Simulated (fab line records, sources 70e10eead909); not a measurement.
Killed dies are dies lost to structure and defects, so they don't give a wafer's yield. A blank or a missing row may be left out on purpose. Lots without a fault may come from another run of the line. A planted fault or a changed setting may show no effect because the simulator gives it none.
fab line records | flow nand_harc
record lots=12 wafers=36 last_day=33
route steps=1302 shown P_GATE@209 P_CONTACT@234 END@1302
lots that met no fault: from a run of the same line without faults
start_h: hours from the record's first day to the start of the lot's first wafer shown | wait_h: hours since the lot's step before | " the same as in the row above | L1.1+2: a row that stands for several wafers | - no value, or no start given | * or withheld: withheld | < > ~ a bound
route shown NAME@n: a module of which the file shows steps, and the number in the route of the first | usual: mean/standard deviation of fault-free wafers | same: alike in all rows | chamber/n: place in a boat | sites: the reading at each site | _std_site: their standard deviation | _edge_site: outer sites' mean less inner sites' | radius_mm: how far each site lies from the wafer's centre | mask NAME#n: copy n | behind: the tool/chamber that last shaped the wafer | hold: why the lot was held/for how many hours/how that ended | device: the transistor (n, p or np) that didn't switch | end of line: the same wafers' tests at the end of the route | a step without rows: its recipe alone | killed: dies lost to structure and defects at the first sort, not the wafer's yield | map: a wafer's dies, x killed, . not, _ none there
set.NAME: the setting as run; set.NAME@STEP: as run at that earlier step | model.NAME: the simulator's own value behind a step, which no gauge read
steps of the route over a sample of lots; a table a step, a row a wafer
services: from which hour (start_h, from the record's first day; less than 0 if before it) a tool's chamber was out of use, for how many hours, and why
## steps
# step NHARC_P_GATE_DEGAS_109
# recipe temp_c=300 time_s=60
# usual heater_power_w=457/44
# columns lot.wafer tool chamber start_h wait_h heater_power_w
L303.2 pvd_sputter-02 - 120.56 0.1 529
L303.1 " - " " 507
L303.4 " - " " 491
L309.4 pvd_sputter-02 - 186.09 0.1 510
L309.6 " - " " 509
L309.5 " - " " 434
L310.2 pvd_sputter-01 - 202.61 0.1 466
L310.4 " - " " 475
L310.5 " - " " 422
L316.2 pvd_sputter-02 - 260.39 0.1 525
L316.4 " - " " 507
L316.5 " - " " 444
L317.3 pvd_sputter-03 - 264.07 0.1 402
L317.4 " - " " 421
L317.5 " - " " 385
L319.4 pvd_sputter-01 - 285.36 0.1 417
L319.2 " - " " 470
L319.6 " - " " 413
L321.1 pvd_sputter-03 - 301.46 0.1 425
L321.4 " - " " 392
L321.2 " - " " 515
L320.2 pvd_sputter-02 - 302.11 0.1 507
L320.3 " - " " 524
L320.5 " - " " 481
L322.2 pvd_sputter-03 - 316.81 0.1 405
L322.6 " - " " 418
L322.5 " - " " 409
L323.3 pvd_sputter-01 - 330.02 0.1 442
L323.5 " - " " 490
L323.6 " - " " 430
L324.4 pvd_sputter-03 - 338.02 0.1 426
L324.6 " - " " 514
L324.5 " - " " 428
L325.3 pvd_sputter-02 - 350.54 0.1 531
L325.5 " - " " 501
L325.6 " - " " 447
# step NHARC_P_CONTACT_INSPECT_14
# usual raw_defect_count=4.0/2.5
# columns lot.wafer tool chamber start_h wait_h raw_defect_count
L303.1 defect_inspect-02 - 123.11 0.0 3
L303.2 " - " " 2
L303.4 " - " " 0
L309.4 defect_inspect-01 - 188.78 0.0 2
L309.5 " - " " 8
L309.6 " - " " 6
L310.2 defect_inspect-01 - 205.30 0.0 3
L310.4 " - " " 11
L310.5 " - " " 6
L316.2 defect_inspect-01 - 263.07 0.0 6
L316.4 " - " " 3
L316.5 " - " " 6
L317.3 defect_inspect-01 - 266.77 0.0 1
L317.4 " - " " 5
L317.5 " - " " 3
L319.2 defect_inspect-02 - 287.93 0.0 9
L319.4 " - " " 3
L319.6 " - " " 4
L321.1 defect_inspect-02 - 304.02 0.0 3
L321.2 " - " " 2
L321.4 " - " " 5
L320.2 defect_inspect-02 - 304.79 0.0 2
L320.3 " - " " 6
L320.5 " - " " 6
L322.2 defect_inspect-01 - 319.50 0.0 1
L322.5 " - " " 3
L322.6 " - " " 3
L323.3 defect_inspect-01 - 332.60 0.0 3
L323.5 " - " " 3
L323.6 " - " " 2
L324.4 defect_inspect-01 - 340.86 0.0 4
L324.5 " - " " 2
L324.6 " - " " 3
L325.3 defect_inspect-01 - 353.55 0.0 3
L325.5 " - " " 1
L325.6 " - " " 5
# step NHARC_P_CONTACT_ETCH_31
# recipe target_depth_a=300 time_s=85.7 ion_energy_ev=120 over_etch_frac=1 ch3f_flow_sccm=50 o2_flow_sccm=30 ar_flow_sccm=200 rf_w=500 bias_w=100 chemistry=CH3F/O2
# usual ch3f_flow_sccm=49.98/0.15 drypump_motor_current_A=6.0/0.48 oes_product_au=0.981/0.014 rf_vpp_V=244.5/1.4 run_length_s=107.0/0.51 showerhead_plenum_p_Torr=2.47/0.09 throttle_valve_pct=20.662/0.0086
# columns lot.wafer tool chamber start_h wait_h ch3f_flow_sccm drypump_motor_current_A oes_product_au rf_hours_counter_h rf_vpp_V run_length_s showerhead_plenum_p_Torr throttle_valve_pct
L303.4 rie_diel-02 2 123.92 - 50.25 6.4 0.984 2.1 243.6 107.5 2.43 20.648
L303.1 " 3 " " 50.08 5.6 0.987 2.4 245.0 107.1 2.54 20.664
L303.2 " 0 " " 49.96 6.4 0.957 2.3 242.4 105.9 2.37 20.657
L309.4 rie_diel-02 0 189.58 - 49.88 6.4 0.989 3.7 242.0 61.9 2.37 20.661
L309.5 " 0 " " 49.79 6.4 0.979 - 244.5 61.9 2.37 20.663
L309.6 " 1 " " 49.91 6.2 0.992 - 247.0 62.0 2.62 20.668
L310.2 rie_diel-02 0 206.11 - 50.02 6.4 1.003 4.4 244.7 62.4 2.37 20.676
L310.4 " 2 " " 50.11 6.4 0.972 4.3 245.0 62.9 2.43 20.651
L310.5 " 0 " " 49.63 6.4 0.994 - 243.8 62.6 2.37 20.666
L316.4 rie_diel-06 0 263.87 - 50.00 6.0 0.953 9.0 243.4 107.8 2.39 20.656
L316.2 " 2 " " 49.89 6.6 0.967 7.6 244.0 106.9 2.43 20.683
L316.5 " 1 " " 49.81 5.9 0.965 - 245.8 107.4 2.58 20.661
L317.3 rie_diel-05 0 267.57 - 49.95 6.1 0.981 1.1 246.2 106.4 2.55 20.665
L317.4 " 2 " " 49.96 5.6 0.950 0.9 246.5 107.3 2.53 20.651
L317.5 " 1 " " 49.95 6.4 0.960 - 243.7 106.9 2.38 20.648
L319.2 rie_diel-02 2 288.88 - 49.83 6.4 0.976 1.6 243.8 107.2 2.43 20.680
L319.6 " 0 " " 50.12 6.4 0.982 - 243.2 106.1 2.37 20.650
L319.4 " 3 " " 49.87 5.6 0.991 - 245.4 107.1 2.54 20.654
L321.2 rie_diel-05 1 304.96 - 49.68 6.4 0.974 1.9 245.1 107.1 2.38 20.665
L321.1 " 2 " " 50.07 5.6 0.982 1.7 243.9 107.1 2.53 20.659
L321.4 " 1 " " 49.97 6.4 0.980 - 244.5 106.6 2.38 20.662
L320.2 rie_diel-06 3 305.60 - 50.10 5.9 0.976 11.1 242.7 107.5 2.33 20.657
L320.3 " 1 " " 50.17 5.9 1.001 11.0 245.8 107.3 2.58 20.651
L320.5 " 0 " " 49.95 6.1 0.986 - 242.2 107.5 2.39 20.671
L322.2 rie_diel-05 2 320.33 - 50.04 5.6 0.948 2.2 244.8 107.0 2.53 20.665
L322.6 " 0 " " 49.87 6.1 0.979 - 245.8 106.4 2.55 20.669
L322.5 " 1 " " 49.87 6.4 0.957 - 245.0 107.4 2.38 20.657
L323.3 rie_diel-02 0 333.42 - 49.96 6.4 0.991 2.5 241.8 106.0 2.37 20.670
L323.6 " 1 " " 49.80 6.2 0.994 - 246.5 106.1 2.62 20.667
L323.5 " 2 " " 50.12 6.4 0.977 - 243.7 107.5 2.43 20.668
L324.4 rie_diel-02 3 341.67 - 50.19 5.6 0.973 3.0 245.7 107.0 2.54 20.654
L324.5 " 2 " " 50.13 6.4 0.982 - 244.7 107.3 2.43 20.678
L324.6 " 3 " " 50.18 5.6 0.984 - 244.8 106.9 2.54 20.661
L325.3 rie_diel-05 0 354.36 - 50.01 6.1 0.993 3.1 245.7 106.5 2.55 20.662
L325.5 " 3 " " 49.95 4.8 0.997 - 243.0 107.5 2.46 20.664
L325.6 " 0 " " 50.00 6.1 0.990 - 244.7 106.3 2.55 20.670
# step NHARC_P_CONTACT_ALD_22
# recipe target_thk_a=30 pulse_time_s=1 ald_cycles=150 temp_c=450 material=TiN
# usual heater_power_w=1076/93 precursor_pulse_height_rel=0.999/0.019
# same pulse_time_s=1
# columns lot.wafer tool chamber start_h wait_h heater_power_w precursor_pulse_height_rel
L303.2 ald_metal-02 3 125.01 - 1133 1.041
L303.1 " 1 " " 1244 0.985
L303.4 " 2 " " 1039 0.969
L309.4 ald_metal-04 0 190.70 - 1242 0.981
L309.6 " 3 " " 1046 1.017
L309.5 " 0 " " 1242 0.989
L310.4 ald_metal-01 3 207.19 - 1137 0.979
L310.2 " 0 " " 1042 1.019
L310.5 " 0 " " 1045 1.019
L316.4 ald_metal-01 1 264.97 - 1110 1.009
L316.2 " 2 " " 934 1.023
L316.5 " 1 " " 1089 0.997
L317.3 ald_metal-02 3 268.70 - 1084 0.982
L317.4 " 0 " " 950 0.996
L317.5 " 2 " " 973 1.021
L319.2 ald_metal-04 2 289.98 - 1028 0.983
L319.4 " 0 " " 1217 0.984
L319.6 " 2 " " 1019 0.973
L321.1 ald_metal-04 0 306.09 - 1177 1.002
L321.4 " 1 " " 1073 0.996
L321.2 " 2 " " 960 0.990
L320.2 ald_metal-01 0 306.73 - 1031 0.971
L320.3 " 1 " " 1070 0.990
L320.5 " 3 " " 1147 0.970
L322.2 ald_metal-04 2 321.42 - 954 0.993
L322.5 " 1 " " 1079 1.025
L322.6 " 2 " " 968 1.032
L323.3 ald_metal-01 3 334.53 - 1152 1.014
L323.6 " 1 " " 1077 0.999
L323.5 " 2 " " 977 0.990
L324.4 ald_metal-02 1 342.74 - 1226 1.028
L324.5 " 1 " " 1249 0.982
L324.6 " 2 " " 982 0.968
L325.3 ald_metal-04 3 355.49 - 985 0.999
L325.6 " 0 " " 1172 0.979
L325.5 " 1 " " 1100 1.020
# step NHARC_END_SORT_01
# recipe temp_c=25
# usual killed_at_array=49/18 killed_at_other=0.7/1.1 killed_at_periphery=4.0/2.6 killed_dies=54/19 killed_open=3.4/1.7 killed_short=2.5/1.7
# same gross_dies=677
# columns lot.wafer tool chamber start_h wait_h killed_at_array killed_at_other killed_at_periphery killed_dies killed_open killed_short
L309.4 prober-02 0 633.08 3.4 78 2 1 81 3 3
L309.5 prober-02 0 633.89 3.7 60 1 5 66 2 1
L309.6 prober-02 0 634.70 4.0 77 1 5 83 4 1
L310.2 prober-02 0 650.39 2.8 53 2 5 60 5 3
# killed by level:class
L309.4 A_SLIT:chamber_film_flake=31 A_CHANNEL_HOLE_D2:chamber_film_flake=26 A_CHANNEL_HOLE_D1:chamber_film_flake=14 THIN_TSV:chamber_film_flake=2 P_CONTACT:geometric_particle:open=1 A_ONON_D1:geometric_particle:short=1 A_CHANNEL_HOLE_D1:geometric_particle:open=1 A_DECK1_JOINT:geometric_particle:short=1
L309.5 A_CHANNEL_HOLE_D1:chamber_film_flake=22 A_SLIT:chamber_film_flake=21 A_CHANNEL_HOLE_D2:chamber_film_flake=12 P_ZERO_WELL:chamber_film_flake=3 A_BONDPAD:chamber_film_flake=2 P_CONTACT:geometric_particle:open=1 A_DECK1_JOINT:geometric_particle:short=1 A_CHANNEL_FILL_D2:geometric_particle:open=1
L309.6 A_CHANNEL_HOLE_D2:chamber_film_flake=33 A_SLIT:chamber_film_flake=25 A_CHANNEL_HOLE_D1:chamber_film_flake=12 P_M0:geometric_particle:open=2 A_STAIRCASE:chamber_film_flake=2 A_BONDPAD:chamber_film_flake=2 P_M2:geometric_particle:short=1 A_SOURCE_PLATE:geometric_particle:open=1
L310.2 A_SLIT:chamber_film_flake=19 A_CHANNEL_HOLE_D2:chamber_film_flake=13 A_STAIRCASE:chamber_film_flake=6 A_CHANNEL_HOLE_D1:chamber_film_flake=3 A_CHANNEL_FILL_D2:geometric_particle:open=2 P_ZERO_WELL:chamber_film_flake=2 A_M0:chamber_film_flake=2 A_WL_FILL:chamber_film_flake=2
## services
# columns tool chamber start_h hours kind
ald_metal-04 - 101.10 0.7 repair
pvd_sputter-02 - 104.00 10.0 pm
pvd_sputter-01 - 104.91 6.1 repair
ald_metal-04 - 118.00 10.0 pm
rie_diel-05 2 157.55 7.6 repair
pvd_sputter-01 - 160.20 10.7 repair
rie_diel-02 2 160.94 7.8 repair
ald_metal-01 - 170.00 10.0 pm
pvd_sputter-03 - 176.20 10.0 pm
pvd_sputter-03 - 210.19 3.5 repair
ald_metal-02 0 214.02 1.9 repair
rie_diel-02 - 214.88 0.4 repair
rie_diel-02 - 216.70 9.0 pm
pvd_sputter-01 - 218.28 27.0 repair
rie_diel-05 1 220.52 3.8 repair
rie_diel-05 - 229.60 9.0 pm
pvd_sputter-02 - 282.02 10.0 pm
rie_diel-02 1 285.05 5.2 repair
rie_diel-05 0 295.10 22.1 repair
ald_metal-04 - 296.00 10.0 pm
pvd_sputter-03 - 307.93 1.4 repair
pvd_sputter-02 - 308.07 3.1 repair
ald_metal-01 - 348.00 10.0 pm
pvd_sputter-03 - 354.20 10.0 pm
## key
first_sign step=NHARC_P_CONTACT_ETCH_31 reading=run_length_s direction=down sigmas=87 usual=* struck=*
effect none on later readings
met_at NHARC_P_CONTACT_ETCH_31
struck_lots L309,L310
tester_left_out L309,L310
not_acting_at NHARC_P_GATE_DEGAS_109,NHARC_P_CONTACT_INSPECT_14,NHARC_P_CONTACT_ALD_22
onset_between 123.92 189.58
fault kind=process_parameter_drift tool=rie_diel-02 chamber=- onset_h=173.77 steps=NHARC_P_CONTACT_ETCH_31 channel=time_s offset=* shape=step end_h=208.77 acts_in=* stated=*
# tester_left_out: of these lots the tester's yield and bins aren't shown, on N5 and GAA mostly nor the transistor test; their killed dies are dies lost to structure and defects alone, not to doping, threshold or leakage, so they don't give the yield
